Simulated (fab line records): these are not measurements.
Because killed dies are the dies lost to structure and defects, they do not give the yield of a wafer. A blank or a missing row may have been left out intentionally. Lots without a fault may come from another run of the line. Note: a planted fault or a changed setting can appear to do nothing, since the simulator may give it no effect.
Split-lot trial :: flow n5-finfet :: route with 1938 steps; 7 lots, 39 wafers read

THE SPLIT ITSELF
At N5_BEOL_M13_SPUTTER_44 (material Ta, target thk 10 nm, time 16.13 s), the setting target-thk-a was moved away from the recipe's 100 angstrom on 15 of the 39 wafers read, by -60.0% to +41.1%. This setting was run at the recipe's value on the other wafers.

FROM THE SPLIT TO THE READING: what the file shows between them, 3 steps
- N5_BEOL_M13_SPUTTER_45: material Cu, target thk 80 nm, time 13.33 s
- N5_BEOL_M13_ECD_47: material Cu, target thk 936 nm
- N5_BEOL_M13_ANNEAL_48: time 90 s

THE READING
barrier-field-endpoint-s, in s, at N5_BEOL_M13_CMP_49 (polishes, stops on SiOC, t overpolish 17.1 s, target thk 420 nm). On this fab line, fault-free wafers typically give 30.2 s with a standard deviation of 0.94 s.

wafer: L079.3
tool, chamber at the split: pvd-sputter-03, -
target-thk-a as run, angstrom: 141.1
against the recipe: +41.1%
barrier-field-endpoint-s, s: 35.0
against lot-mates on the recipe: +4.7

wafer: L079.4
tool, chamber at the split: pvd-sputter-03, -
target-thk-a as run, angstrom: 100
against the recipe: recipe
barrier-field-endpoint-s, s: 30.8
against lot-mates on the recipe: -

wafer: L079.1
tool, chamber at the split: pvd-sputter-03, -
target-thk-a as run, angstrom: 100
against the recipe: recipe
barrier-field-endpoint-s, s: 29.1
against lot-mates on the recipe: -

wafer: L079.2
tool, chamber at the split: pvd-sputter-03, -
target-thk-a as run, angstrom: 100
against the recipe: recipe
barrier-field-endpoint-s, s: 30.9
against lot-mates on the recipe: -

wafer: L079.6
tool, chamber at the split: pvd-sputter-03, -
target-thk-a as run, angstrom: 141.1
against the recipe: +41.1%
barrier-field-endpoint-s, s: 34.9
against lot-mates on the recipe: +4.6

wafer: L079.5
tool, chamber at the split: pvd-sputter-03, -
target-thk-a as run, angstrom: 141.1
against the recipe: +41.1%
barrier-field-endpoint-s, s: 34.2
against lot-mates on the recipe: +3.9

wafer: L081.1
tool, chamber at the split: pvd-sputter-03, -
target-thk-a as run, angstrom: 100
against the recipe: recipe
barrier-field-endpoint-s, s: 30.3
against lot-mates on the recipe: -

wafer: L081.4
tool, chamber at the split: pvd-sputter-03, -
target-thk-a as run, angstrom: 100
against the recipe: recipe
barrier-field-endpoint-s, s: 31.1
against lot-mates on the recipe: -

wafer: L081.6
tool, chamber at the split: pvd-sputter-03, -
target-thk-a as run, angstrom: 100
against the recipe: recipe
barrier-field-endpoint-s, s: 31.0
against lot-mates on the recipe: -

wafer: L087.2
tool, chamber at the split: pvd-sputter-03, -
target-thk-a as run, angstrom: 40.02
against the recipe: -60.0%
barrier-field-endpoint-s, s: 23.6
against lot-mates on the recipe: -7.1

wafer: L087.1
tool, chamber at the split: pvd-sputter-03, -
target-thk-a as run, angstrom: 100
against the recipe: recipe
barrier-field-endpoint-s, s: 30.2
against lot-mates on the recipe: -

wafer: L087.3
tool, chamber at the split: pvd-sputter-03, -
target-thk-a as run, angstrom: 40.02
against the recipe: -60.0%
barrier-field-endpoint-s, s: 21.8
against lot-mates on the recipe: -8.9

wafer: L087.4
tool, chamber at the split: pvd-sputter-03, -
target-thk-a as run, angstrom: 40.02
against the recipe: -60.0%
barrier-field-endpoint-s, s: 23.9
against lot-mates on the recipe: -6.8

wafer: L087.6
tool, chamber at the split: pvd-sputter-03, -
target-thk-a as run, angstrom: 100
against the recipe: recipe
barrier-field-endpoint-s, s: 30.8
against lot-mates on the recipe: -

wafer: L087.5
tool, chamber at the split: pvd-sputter-03, -
target-thk-a as run, angstrom: 100
against the recipe: recipe
barrier-field-endpoint-s, s: 31.0
against lot-mates on the recipe: -

wafer: L089.2
tool, chamber at the split: pvd-sputter-01, -
target-thk-a as run, angstrom: 64.47
against the recipe: -35.5%
barrier-field-endpoint-s, s: 26.2
against lot-mates on the recipe: -4.2

wafer: L089.1
tool, chamber at the split: pvd-sputter-01, -
target-thk-a as run, angstrom: 64.47
against the recipe: -35.5%
barrier-field-endpoint-s, s: 25.5
against lot-mates on the recipe: -4.9

wafer: L089.3
tool, chamber at the split: pvd-sputter-01, -
target-thk-a as run, angstrom: 100
against the recipe: recipe
barrier-field-endpoint-s, s: 30.6
against lot-mates on the recipe: -

wafer: L089.4
tool, chamber at the split: pvd-sputter-01, -
target-thk-a as run, angstrom: 100
against the recipe: recipe
barrier-field-endpoint-s, s: 31.0
against lot-mates on the recipe: -

wafer: L089.5
tool, chamber at the split: pvd-sputter-01, -
target-thk-a as run, angstrom: 64.47
against the recipe: -35.5%
barrier-field-endpoint-s, s: 25.2
against lot-mates on the recipe: -5.2

wafer: L089.6
tool, chamber at the split: pvd-sputter-01, -
target-thk-a as run, angstrom: 100
against the recipe: recipe
barrier-field-endpoint-s, s: 29.5
against lot-mates on the recipe: -

wafer: L088.3
tool, chamber at the split: pvd-sputter-01, -
target-thk-a as run, angstrom: 116.3
against the recipe: +16.3%
barrier-field-endpoint-s, s: 31.7
against lot-mates on the recipe: +2.3

wafer: L088.2
tool, chamber at the split: pvd-sputter-01, -
target-thk-a as run, angstrom: 116.3
against the recipe: +16.3%
barrier-field-endpoint-s, s: 30.6
against lot-mates on the recipe: +1.2

wafer: L088.1
tool, chamber at the split: pvd-sputter-01, -
target-thk-a as run, angstrom: 116.3
against the recipe: +16.3%
barrier-field-endpoint-s, s: 31.5
against lot-mates on the recipe: +2.1

wafer: L088.4
tool, chamber at the split: pvd-sputter-01, -
target-thk-a as run, angstrom: 100
against the recipe: recipe
barrier-field-endpoint-s, s: 29.9
against lot-mates on the recipe: -

wafer: L088.5
tool, chamber at the split: pvd-sputter-01, -
target-thk-a as run, angstrom: 100
against the recipe: recipe
barrier-field-endpoint-s, s: 29.3
against lot-mates on the recipe: -

wafer: L088.6
tool, chamber at the split: pvd-sputter-01, -
target-thk-a as run, angstrom: 100
against the recipe: recipe
barrier-field-endpoint-s, s: 29.0
against lot-mates on the recipe: -

wafer: L092.2
tool, chamber at the split: pvd-sputter-03, -
target-thk-a as run, angstrom: 140.4
against the recipe: +40.4%
barrier-field-endpoint-s, s: 34.8
against lot-mates on the recipe: +4.7

wafer: L092.3
tool, chamber at the split: pvd-sputter-03, -
target-thk-a as run, angstrom: 140.4
against the recipe: +40.4%
barrier-field-endpoint-s, s: 35.7
against lot-mates on the recipe: +5.6

wafer: L092.4
tool, chamber at the split: pvd-sputter-03, -
target-thk-a as run, angstrom: 140.4
against the recipe: +40.4%
barrier-field-endpoint-s, s: 35.7
against lot-mates on the recipe: +5.6

wafer: L092.1
tool, chamber at the split: pvd-sputter-03, -
target-thk-a as run, angstrom: 100
against the recipe: recipe
barrier-field-endpoint-s, s: 30.0
against lot-mates on the recipe: -

wafer: L092.5
tool, chamber at the split: pvd-sputter-03, -
target-thk-a as run, angstrom: 100
against the recipe: recipe
barrier-field-endpoint-s, s: 28.6
against lot-mates on the recipe: -

wafer: L092.6
tool, chamber at the split: pvd-sputter-03, -
target-thk-a as run, angstrom: 100
against the recipe: recipe
barrier-field-endpoint-s, s: 31.8
against lot-mates on the recipe: -

wafer: L094.4
tool, chamber at the split: pvd-sputter-03, -
target-thk-a as run, angstrom: 100
against the recipe: recipe
barrier-field-endpoint-s, s: 30.6
against lot-mates on the recipe: -

wafer: L094.3
tool, chamber at the split: pvd-sputter-03, -
target-thk-a as run, angstrom: 100
against the recipe: recipe
barrier-field-endpoint-s, s: 30.3
against lot-mates on the recipe: -

wafer: L094.2
tool, chamber at the split: pvd-sputter-03, -
target-thk-a as run, angstrom: 100
against the recipe: recipe
barrier-field-endpoint-s, s: 30.7
against lot-mates on the recipe: -

wafer: L094.1
tool, chamber at the split: pvd-sputter-03, -
target-thk-a as run, angstrom: 100
against the recipe: recipe
barrier-field-endpoint-s, s: 31.6
against lot-mates on the recipe: -

wafer: L094.6
tool, chamber at the split: pvd-sputter-03, -
target-thk-a as run, angstrom: 100
against the recipe: recipe
barrier-field-endpoint-s, s: 30.2
against lot-mates on the recipe: -

wafer: L094.5
tool, chamber at the split: pvd-sputter-03, -
target-thk-a as run, angstrom: 100
against the recipe: recipe
barrier-field-endpoint-s, s: 30.4
against lot-mates on the recipe: -

FIT RESULTS
A straight line over all 39 wafers: barrier-field-endpoint-s changes by +0.118 s for each +1% of target-thk-a; r = +0.97; the points scatter about the line by 0.81 s.
The same after taking each lot's own level away (the mean of its wafers on the recipe; 39 wafers): +0.124 s for each +1%; r = +0.98; scatter 0.68 s.
The reading moves by 7.4 s for the largest change in target-thk-a, on that fit.
The span of the lots' own levels, 29.40 to 30.80 s, comes to 1.5 times the standard deviation stated above.
The two slopes are in agreement: the lot-to-lot level therefore moves the slope only a little.
Check: for one of the wafers moved furthest among these (-60.0%), held out of the fit, the line's prediction against its lot-mates is -7.61 s. It came out at -7.07 s against them.

OTHER SPLITS ON THESE WAFERS
These wafers also went through other splits before the reading. Each is held against what the fit with the lots' levels taken away leaves over:
other split on the same wafers: N5_BEOL_M6_PECVD_70 time-s
wafers away from the commonest value: 12
r with barrier-field-endpoint-s (lot level and that fit taken away): -0.03

other split on the same wafers: N5_BEOL_M7_ILD_DEP_00 time-s
wafers away from the commonest value: 9
r with barrier-field-endpoint-s (lot level and that fit taken away): +0.08

other split on the same wafers: N5_BEOL_M10_DEP_56 target-thk-a
wafers away from the commonest value: 9
r with barrier-field-endpoint-s (lot level and that fit taken away): +0.04

other split on the same wafers: N5_BEOL_M11_DEP_56 target-thk-a
wafers away from the commonest value: 12
r with barrier-field-endpoint-s (lot level and that fit taken away): -0.03

THE WHOLE CHAIN: every reading that the file lists as answering this split, in the file's order
step: N5_BEOL_M13_SPUTTER_44
what it does: material Ta, target thk 10 nm, time 16.13 s
reading: Ta_of_BEOL_M13_SPUTTER_44.thk-nm (the simulator's own value, which no gauge read)
change (the file's fit): +0.0988 nm for each +1% of the setting
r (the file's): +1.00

step: N5_BEOL_M13_CMP_49
what it does: polishes, stops on SiOC, t overpolish 17.1 s, target thk 420 nm
reading: barrier-field-endpoint-s
change (the file's fit): +0.124 s for each +1% of the setting
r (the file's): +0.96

THE FILE'S OWN FIT
barrier-field-endpoint-s changes by +0.124 s for each +1% of target-thk-a, r = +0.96.
